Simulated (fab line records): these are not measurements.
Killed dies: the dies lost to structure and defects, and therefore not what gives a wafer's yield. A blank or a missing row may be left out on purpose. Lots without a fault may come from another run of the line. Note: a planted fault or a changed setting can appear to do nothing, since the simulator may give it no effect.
Which tool did it? + flow n5 finfet + 72 wafers from 24 lots sampled at 6 of the route's 1938 steps

## WHAT THE GAUGES READ, wafer by wafer
N5_BEOL_M12_CD_MEAS_10 targets a cd of 140 nm. Usual: cd nm at 139.1 nm, with a standard deviation of 1.4.
| lot  | measured     | on        | cd nm (nm)        | flag |
|------|--------------|-----------|-------------------|------|
| L074 | day 10 09:43 | cd sem-03 | 137.8 138.3 140.7 |      |
| L075 | day 10 15:10 | cd sem-01 | 139.9 139.7 137.4 |      |
| L077 | day 11 02:48 | cd sem-01 | 138.7 139.8 139.4 |      |
| L076 | day 11 03:07 | cd sem-02 | 138.8 138.5 138.7 |      |
| L078 | day 11 06:43 | cd sem-03 | 140.3 139.8 139.5 |      |
| L079 | day 11 12:54 | cd sem-01 | 141.2 140.1 142.0 |      |
| L080 | day 11 18:16 | cd sem-03 | 138.9 137.8 139.3 |      |
| L082 | day 12 07:10 | cd sem-01 | 139.1 138.9 140.0 |      |
| L083 | day 12 11:55 | cd sem-03 | 138.8 139.0 139.3 |      |
| L081 | day 12 14:33 | cd sem-03 | 138.3 138.8 137.7 |      |
| L084 | day 12 21:58 | cd sem-01 | 140.8 136.3 139.8 |      |
| L086 | day 12 22:32 | cd sem-01 | 139.8 140.5 140.1 |      |
| L085 | day 13 14:10 | cd sem-03 | 140.7 140.7 143.7 |      |
| L087 | day 13 15:03 | cd sem-02 | 139.4 139.1 140.2 |      |
| L088 | day 13 18:16 | cd sem-01 | 137.7 139.9 135.8 |      |
| L089 | day 13 20:56 | cd sem-02 | 137.4 139.3 137.5 |      |
| L090 | day 14 15:13 | cd sem-01 | 140.4 138.3 139.6 |      |
| L091 | day 14 21:10 | cd sem-03 | 136.6 136.2 137.2 |      |
| L092 | day 15 01:49 | cd sem-01 | 138.9 138.1 138.4 |      |
| L093 | day 15 06:49 | cd sem-01 | 139.6 137.5 137.6 |      |
| L094 | day 15 14:38 | cd sem-02 | 141.8 141.9 138.5 |      |
| L095 | day 15 15:13 | cd sem-03 | 141.3 138.5 142.1 |      |
| L097 | day 16 03:05 | cd sem-01 | 138.3 138.7 137.9 |      |
| L096 | day 16 06:52 | cd sem-03 | 138.4 138.4 137.6 |      |

N5_BEOL_M12_OVL_MEAS_29. Usual: M12_OVL typically reads 0 nm, with standard deviation 5.2.
| lot  | measured     | on         | M12_OVL (nm) | flag |
|------|--------------|------------|--------------|------|
| L074 | day 10 10:59 | overlay-02 | -1 -7 1      |      |
| L075 | day 10 16:17 | overlay-02 | 6 1 7        |      |
| L077 | day 11 03:59 | overlay-02 | 16 0 5       |      |
| L076 | day 11 04:06 | overlay-02 | -1 2 -3      |      |
| L078 | day 11 07:50 | overlay-02 | 5 6 4        |      |
| L079 | day 11 14:01 | overlay-02 | -4 -11 -11   |      |
| L080 | day 11 19:18 | overlay-01 | 3 -6 -1      |      |
| L082 | day 12 08:31 | overlay-02 | -8 -5 -10    |      |
| L083 | day 12 12:53 | overlay-02 | -1 1 -2      |      |
| L081 | day 12 15:37 | overlay-02 | -3 5 0       |      |
| L084 | day 12 23:13 | overlay-01 | 14 12 8      |      |
| L086 | day 13 00:05 | overlay-01 | -5 -1 -2     |      |
| L085 | day 13 15:09 | overlay-02 | -5 -6 -3     |      |
| L087 | day 13 16:01 | overlay-01 | 3 -8 2       |      |
| L088 | day 13 19:12 | overlay-02 | -4 3 -1      |      |
| L089 | day 13 21:56 | overlay-01 | 1 -2 -2      |      |
| L090 | day 14 16:22 | overlay-02 | 0 4 5        |      |
| L091 | day 14 22:07 | overlay-02 | -4 8 6       |      |
| L092 | day 15 03:00 | overlay-02 | 0 7 5        |      |
| L093 | day 15 07:54 | overlay-01 | -1 0 11      |      |
| L094 | day 15 15:42 | overlay-01 | -4 -1 -8     |      |
| L095 | day 15 16:25 | overlay-02 | 8 6 5        |      |
| L097 | day 16 04:01 | overlay-02 | 4 2 1        |      |
| L096 | day 16 08:05 | overlay-01 | 1 6 0        |      |

## WHAT TOOL EACH LOT RAN ON (gives the tool, then ch and the chambers of the sampled wafers, and finally the start)
| lot  | N5_BEOL_M11_DESCUM_33              | N5_BEOL_M11_STRIP_36               | N5_BEOL_M11_PRE_CLEAN_45     | N5_BEOL_M12_ILD_DEP_00          |
|------|------------------------------------|------------------------------------|------------------------------|---------------------------------|
| L074 | rie diel-05 ch 0,1,3, day 10 06:19 | rie diel-05 ch 0,1,3, day 10 06:35 | pvd sputter-03, day 10 07:27 | pecvd-04 ch 0,1,2, day 10 09:17 |
| L075 | rie diel-05 ch 0,1,3, day 10 09:29 | rie diel-05 ch 0,1,3, day 10 09:45 | pvd sputter-03, day 10 10:32 | pecvd-04 ch 0,1, day 10 14:34   |
| L077 | rie diel-05 ch 0,1,3, day 10 21:41 | rie diel-05 ch 0,1,3, day 10 21:57 | pvd sputter-02, day 10 23:16 | pecvd-01 ch 0,1, day 11 02:13   |
| L076 | rie diel-03 ch 0,3, day 10 21:56   | rie diel-03 ch 0,3, day 10 22:13   | pvd sputter-02, day 10 23:43 | pecvd-04 ch 0,1, day 11 02:38   |
| L078 | rie diel-05 ch 0,1,2, day 11 03:22 | rie diel-05 ch 0,1,2, day 11 03:38 | pvd sputter-02, day 11 04:41 | pecvd-02 ch 0,1,2, day 11 06:16 |
| L079 | rie diel-06 ch 1,2,3, day 11 09:43 | rie diel-06 ch 1,2,3, day 11 09:59 | pvd sputter-01, day 11 10:55 | pecvd-01 ch 0,1,2, day 11 12:28 |
| L080 | rie diel-03 ch 0,3, day 11 13:10   | rie diel-03 ch 0,3, day 11 13:26   | pvd sputter-03, day 11 14:21 | pecvd-02 ch 0,1,2, day 11 17:49 |
| L082 | rie diel-03 ch 0,1,2, day 12 02:53 | rie diel-03 ch 0,1,2, day 12 03:09 | pvd sputter-01, day 12 04:11 | pecvd-04 ch 1,2, day 12 06:44   |
| L083 | rie diel-06 ch 1,2, day 12 06:52   | rie diel-06 ch 1,2, day 12 07:08   | pvd sputter-03, day 12 08:16 | pecvd-01 ch 0,1, day 12 11:29   |
| L081 | rie diel-05 ch 0,1,3, day 12 07:33 | rie diel-05 ch 0,1,3, day 12 07:49 | pvd sputter-02, day 12 10:34 | pecvd-01 ch 0,1, day 12 12:23   |
| L084 | rie diel-06 ch 1,2,3, day 12 18:11 | rie diel-06 ch 1,2,3, day 12 18:28 | pvd sputter-03, day 12 19:25 | pecvd-01 ch 0,1,2, day 12 21:32 |
| L086 | rie diel-03 ch 0,1,3, day 12 19:04 | rie diel-03 ch 0,1,3, day 12 19:20 | pvd sputter-01, day 12 20:11 | pecvd-04 ch 0,1,2, day 12 21:58 |
| L085 | rie diel-06 ch 1,2,3, day 13 10:34 | rie diel-06 ch 1,2,3, day 13 10:50 | pvd sputter-02, day 13 11:49 | pecvd-04 ch 0,1,2, day 13 13:37 |
| L087 | rie diel-06 ch 2,3, day 13 11:07   | rie diel-06 ch 2,3, day 13 11:23   | pvd sputter-01, day 13 12:22 | pecvd-04 ch 0,1,2, day 13 14:32 |
| L088 | rie diel-03 ch 0,3, day 13 14:50   | rie diel-03 ch 0,3, day 13 15:06   | pvd sputter-03, day 13 15:56 | pecvd-04 ch 0,1, day 13 17:42   |
| L089 | rie diel-03 ch 2,3, day 13 16:42   | rie diel-03 ch 2,3, day 13 16:59   | pvd sputter-02, day 13 17:54 | pecvd-01 ch 0,1,2, day 13 20:30 |
| L090 | rie diel-05 ch 0,1, day 14 09:36   | rie diel-05 ch 0,1, day 14 09:52   | pvd sputter-01, day 14 10:56 | pecvd-02 ch 0,1,2, day 14 14:41 |
| L091 | rie diel-06 ch 0,3, day 14 17:37   | rie diel-06 ch 0,3, day 14 17:53   | pvd sputter-01, day 14 18:59 | pecvd-01 ch 1,2, day 14 20:36   |
| L092 | rie diel-03 ch 0,2,3, day 14 21:51 | rie diel-03 ch 0,2,3, day 14 22:07 | pvd sputter-01, day 14 23:13 | pecvd-02 ch 0,1,2, day 15 01:23 |
| L093 | rie diel-06 ch 1,2,3, day 15 01:32 | rie diel-06 ch 1,2,3, day 15 01:49 | pvd sputter-03, day 15 03:31 | pecvd-01 ch 0,1, day 15 06:20   |
| L094 | rie diel-05 ch 0,1,2, day 15 08:59 | rie diel-05 ch 0,1,2, day 15 09:16 | pvd sputter-03, day 15 12:14 | pecvd-04 ch 0,1,2, day 15 14:15 |
| L095 | rie diel-06 ch 0,1, day 15 11:37   | rie diel-06 ch 0,1, day 15 11:53   | pvd sputter-01, day 15 12:42 | pecvd-04 ch 0,1,2, day 15 14:46 |
| L097 | rie diel-06 ch 2,3, day 15 22:44   | rie diel-06 ch 2,3, day 15 23:01   | pvd sputter-01, day 16 00:33 | pecvd-01 ch 0,2, day 16 02:35   |
| L096 | rie diel-03 ch 0,2,3, day 16 01:38 | rie diel-03 ch 0,2,3, day 16 01:54 | pvd sputter-01, day 16 03:03 | pecvd-04 ch 0,1,2, day 16 06:26 |
- N5_BEOL_M11_DESCUM_33: chemistry O2, time 7.9 s.
- N5_BEOL_M11_STRIP_36: strips in N2/H2.
- N5_BEOL_M11_PRE_CLEAN_45: time 30 s.
- N5_BEOL_M12_ILD_DEP_00: deposits SiOC from DEMS/O2, target thk 658.92 nm, time 130.7 s.

## AS READ BY THE TOOLS THEMSELVES (means over the sampled wafers that have a number; for cases with no such wafer, the mark the record gives instead)
N5_BEOL_M11_DESCUM_33. Usual: drypump motor current A 5.72 A, standard deviation 0.27; oes product au 0.76 a.u., standard deviation 0.086; rf vpp V 243.1 V, standard deviation 1.4; showerhead plenum p Torr 2.09 Torr, standard deviation 0.074; throttle valve pct 20.52 %, standard deviation 0.24.
| lot  | tool        | drypump motor current A (A) | oes product au (a.u.) | rf vpp V (V) | showerhead plenum p Torr (Torr) | throttle valve pct (%) | flag |
|------|-------------|-----------------------------|-----------------------|--------------|---------------------------------|------------------------|------|
| L074 | rie diel-05 | 5.89                        | 0.79                  | 242.6        | 2.10                            | 20.41                  |      |
| L075 | rie diel-05 | 5.91                        | 0.78                  | 243.5        | 2.10                            | 20.41                  |      |
| L077 | rie diel-05 | 5.91                        | 0.78                  | 242.7        | 2.10                            | 20.42                  |      |
| L076 | rie diel-03 | 5.35                        | 0.71                  | 242.8        | 2.06                            | 20.49                  |      |
| L078 | rie diel-05 | 5.72                        | 0.76                  | 242.4        | 2.06                            | 20.32                  |      |
| L079 | rie diel-06 | 5.74                        | 0.76                  | 243.9        | 2.13                            | 20.62                  |      |
| L080 | rie diel-03 | 5.29                        | 0.71                  | 242.8        | 2.06                            | 20.50                  |      |
| L082 | rie diel-03 | 5.71                        | 0.75                  | 242.6        | 2.09                            | 20.53                  |      |
| L083 | rie diel-06 | 5.76                        | 0.70                  | 243.8        | 2.14                            | 20.61                  |      |
| L081 | rie diel-05 | 5.91                        | 0.77                  | 243.1        | 2.09                            | 20.42                  |      |
| L084 | rie diel-06 | 5.76                        | 0.75                  | 244.1        | 2.13                            | 20.64                  |      |
| L086 | rie diel-03 | 5.63                        | 0.69                  | 242.4        | 2.03                            | 20.58                  |      |
| L085 | rie diel-06 | 5.73                        | 0.74                  | 243.4        | 2.13                            | 20.64                  |      |
| L087 | rie diel-06 | 5.61                        | 0.74                  | 243.5        | 2.09                            | 20.58                  |      |
| L088 | rie diel-03 | 5.31                        | 0.70                  | 242.5        | 2.05                            | 20.51                  |      |
| L089 | rie diel-03 | 5.45                        | 0.81                  | 244.0        | 2.18                            | 20.43                  |      |
| L090 | rie diel-05 | 5.74                        | 0.71                  | 242.3        | 2.04                            | 20.30                  |      |
| L091 | rie diel-06 | 5.81                        | 0.75                  | 242.9        | 2.09                            | 20.75                  |      |
| L092 | rie diel-03 | 5.39                        | 0.74                  | 243.1        | 2.11                            | 20.49                  |      |
| L093 | rie diel-06 | 5.75                        | 0.84                  | 243.7        | 2.12                            | 20.50                  |      |
| L094 | rie diel-05 | 5.71                        | 0.74                  | 242.4        | 2.05                            | 20.37                  |      |
| L095 | rie diel-06 | 5.84                        | 0.69                  | 244.1        | 2.10                            | 20.75                  |      |
| L097 | rie diel-06 | 5.73                        | 0.88                  | 242.2        | 2.10                            | 20.53                  |      |
| L096 | rie diel-03 | 5.40                        | 0.83                  | 243.3        | 2.11                            | 20.34                  |      |

N5_BEOL_M11_STRIP_36. Usual: drypump motor current A 5.72 A, standard deviation 0.27; oes product au 0.76 a.u., standard deviation 0.086; rf vpp V 59.4 V, standard deviation 1.9; showerhead plenum p Torr 2.54 Torr, standard deviation 0.088; throttle valve pct 23.78 %, standard deviation 0.26.
| lot  | tool        | drypump motor current A (A) | oes product au (a.u.) | rf vpp V (V) | showerhead plenum p Torr (Torr) | throttle valve pct (%) | flag |
|------|-------------|-----------------------------|-----------------------|--------------|---------------------------------|------------------------|------|
| L074 | rie diel-05 | 5.92                        | 0.79                  | 59.7         | 2.55                            | 23.58                  |      |
| L075 | rie diel-05 | 5.90                        | 0.78                  | 57.5         | 2.54                            | 23.59                  |      |
| L077 | rie diel-05 | 5.90                        | 0.78                  | 59.5         | 2.54                            | 23.61                  |      |
| L076 | rie diel-03 | 5.33                        | 0.71                  | 59.8         | 2.52                            | 24.10                  |      |
| L078 | rie diel-05 | 5.73                        | 0.77                  | 60.7         | 2.50                            | 23.47                  |      |
| L079 | rie diel-06 | 5.74                        | 0.76                  | 60.4         | 2.58                            | 23.89                  |      |
| L080 | rie diel-03 | 5.30                        | 0.72                  | 58.9         | 2.52                            | 24.09                  |      |
| L082 | rie diel-03 | 5.70                        | 0.74                  | 57.7         | 2.54                            | 23.84                  |      |
| L083 | rie diel-06 | 5.80                        | 0.70                  | 57.4         | 2.59                            | 23.80                  |      |
| L081 | rie diel-05 | 5.90                        | 0.77                  | 59.7         | 2.54                            | 23.61                  |      |
| L084 | rie diel-06 | 5.74                        | 0.76                  | 61.6         | 2.57                            | 23.87                  |      |
| L086 | rie diel-03 | 5.61                        | 0.69                  | 57.4         | 2.48                            | 24.06                  |      |
| L085 | rie diel-06 | 5.74                        | 0.74                  | 59.6         | 2.57                            | 23.86                  |      |
| L087 | rie diel-06 | 5.60                        | 0.74                  | 59.6         | 2.53                            | 23.89                  |      |
| L088 | rie diel-03 | 5.29                        | 0.70                  | 60.1         | 2.51                            | 24.09                  |      |
| L089 | rie diel-03 | 5.45                        | 0.80                  | 59.6         | 2.64                            | 23.66                  |      |
| L090 | rie diel-05 | 5.79                        | 0.70                  | 57.9         | 2.47                            | 23.43                  |      |
| L091 | rie diel-06 | 5.81                        | 0.75                  | 58.9         | 2.52                            | 23.98                  |      |
| L092 | rie diel-03 | 5.38                        | 0.74                  | 59.9         | 2.57                            | 23.87                  |      |
| L093 | rie diel-06 | 5.73                        | 0.85                  | 59.4         | 2.57                            | 23.72                  |      |
| L094 | rie diel-05 | 5.73                        | 0.74                  | 56.2         | 2.49                            | 23.50                  |      |
| L095 | rie diel-06 | 5.85                        | 0.69                  | 60.2         | 2.54                            | 23.93                  |      |
| L097 | rie diel-06 | 5.71                        | 0.87                  | 61.9         | 2.55                            | 23.78                  |      |
| L096 | rie diel-03 | 5.40                        | 0.83                  | 58.5         | 2.56                            | 23.75                  |      |

N5_BEOL_M11_PRE_CLEAN_45. Usual: heater power w 323 W, standard deviation 33; susceptor temp C 250.03 C, standard deviation 0.17.
| lot  | tool           | heater power w (W) | susceptor temp C (C) | flag |
|------|----------------|--------------------|----------------------|------|
| L074 | pvd sputter-03 | 304                | 250.01               |      |
| L075 | pvd sputter-03 | 315                | 250.20               |      |
| L077 | pvd sputter-02 | 312                | 249.98               |      |
| L076 | pvd sputter-02 | 324                | 250.12               |      |
| L078 | pvd sputter-02 | 318                | 250.04               |      |
| L079 | pvd sputter-01 | 346                | 250.02               |      |
| L080 | pvd sputter-03 | 296                | 249.96               |      |
| L082 | pvd sputter-01 | 334                | 250.07               |      |
| L083 | pvd sputter-03 | 293                | 250.01               |      |
| L081 | pvd sputter-02 | 349                | 250.18               |      |
| L084 | pvd sputter-03 | 328                | 250.10               |      |
| L086 | pvd sputter-01 | 348                | 250.11               |      |
| L085 | pvd sputter-02 | 305                | 250.04               |      |
| L087 | pvd sputter-01 | 331                | 250.07               |      |
| L088 | pvd sputter-03 | 315                | 250.07               |      |
| L089 | pvd sputter-02 | 331                | 250.08               |      |
| L090 | pvd sputter-01 | 333                | 250.02               |      |
| L091 | pvd sputter-01 | 333                | 249.90               |      |
| L092 | pvd sputter-01 | 307                | 249.99               |      |
| L093 | pvd sputter-03 | 312                | 250.07               |      |
| L094 | pvd sputter-03 | 315                | 249.98               |      |
| L095 | pvd sputter-01 | 343                | 250.03               |      |
| L097 | pvd sputter-01 | 339                | 249.97               |      |
| L096 | pvd sputter-01 | 326                | 249.96               |      |

N5_BEOL_M12_ILD_DEP_00. Usual: heater power w 486 W, standard deviation 48; showerhead plenum p Torr 5.688 Torr, standard deviation 0.011; susceptor temp C 350.03 C, standard deviation 0.2; throttle valve pct 11.8 %, standard deviation 0.67.
| lot  | tool     | heater power w (W) | showerhead plenum p Torr (Torr) | susceptor temp C (C) | throttle valve pct (%) | flag |
|------|----------|--------------------|---------------------------------|----------------------|------------------------|------|
| L074 | pecvd-04 | 481                | 5.688                           | 349.98               | 12.1                   |      |
| L075 | pecvd-04 | 477                | 5.678                           | 349.85               | 12.3                   |      |
| L077 | pecvd-01 | 464                | 5.693                           | 350.23               | 11.6                   |      |
| L076 | pecvd-04 | 473                | 5.686                           | 349.99               | 12.3                   |      |
| L078 | pecvd-02 | 532                | 5.678                           | 350.13               | 11.4                   |      |
| L079 | pecvd-01 | 483                | 5.690                           | 350.18               | 11.6                   |      |
| L080 | pecvd-02 | 493                | 5.680                           | 350.06               | 11.5                   |      |
| L082 | pecvd-04 | 445                | 5.694                           | 349.85               | 11.2                   |      |
| L083 | pecvd-01 | 491                | 5.692                           | 350.22               | 11.8                   |      |
| L081 | pecvd-01 | 445                | 5.687                           | 349.98               | 11.7                   |      |
| L084 | pecvd-01 | 479                | 5.689                           | 349.80               | 11.6                   |      |
| L086 | pecvd-04 | 454                | 5.683                           | 350.39               | 12.0                   |      |
| L085 | pecvd-04 | 459                | 5.680                           | 350.03               | 12.1                   |      |
| L087 | pecvd-04 | 476                | 5.682                           | 349.98               | 12.1                   |      |
| L088 | pecvd-04 | 471                | 5.681                           | 350.02               | 12.2                   |      |
| L089 | pecvd-01 | 494                | 5.698                           | 350.17               | 11.6                   |      |
| L090 | pecvd-02 | 458                | 5.681                           | 350.01               | 11.5                   |      |
| L091 | pecvd-01 | 509                | 5.700                           | 349.84               | 11.5                   |      |
| L092 | pecvd-02 | 499                | 5.684                           | 349.83               | 11.6                   |      |
| L093 | pecvd-01 | 484                | 5.692                           | 350.07               | 11.9                   |      |
| L094 | pecvd-04 | 472                | 5.686                           | 349.93               | 11.9                   |      |
| L095 | pecvd-04 | 466                | 5.686                           | 350.03               | 12.0                   |      |
| L097 | pecvd-01 | 456                | 5.692                           | 350.02               | 11.8                   |      |
| L096 | pecvd-04 | 479                | 5.690                           | 350.02               | 12.1                   |      |

## THE ANSWER, worked out from the rows above alone
Rule: a lot counts as off when the mean over its wafers that have a number is more than 3 standard deviations away from the usual mean. A lot without any number at a reading at which 4 lots or more have one is off too. Where the step has rows for the other lots, those lots are counted as sound. After the gauges, taken in route order, come the tools' own readings; for these a lot's mean is taken, as printed above. At the first step where some lot is off, the reading lying furthest off is the one used; lots without a number count as furthest.
Across all readings shown, no lot is off: no conclusion can be drawn from this.

## WHAT THE SIMULATOR PUT IN
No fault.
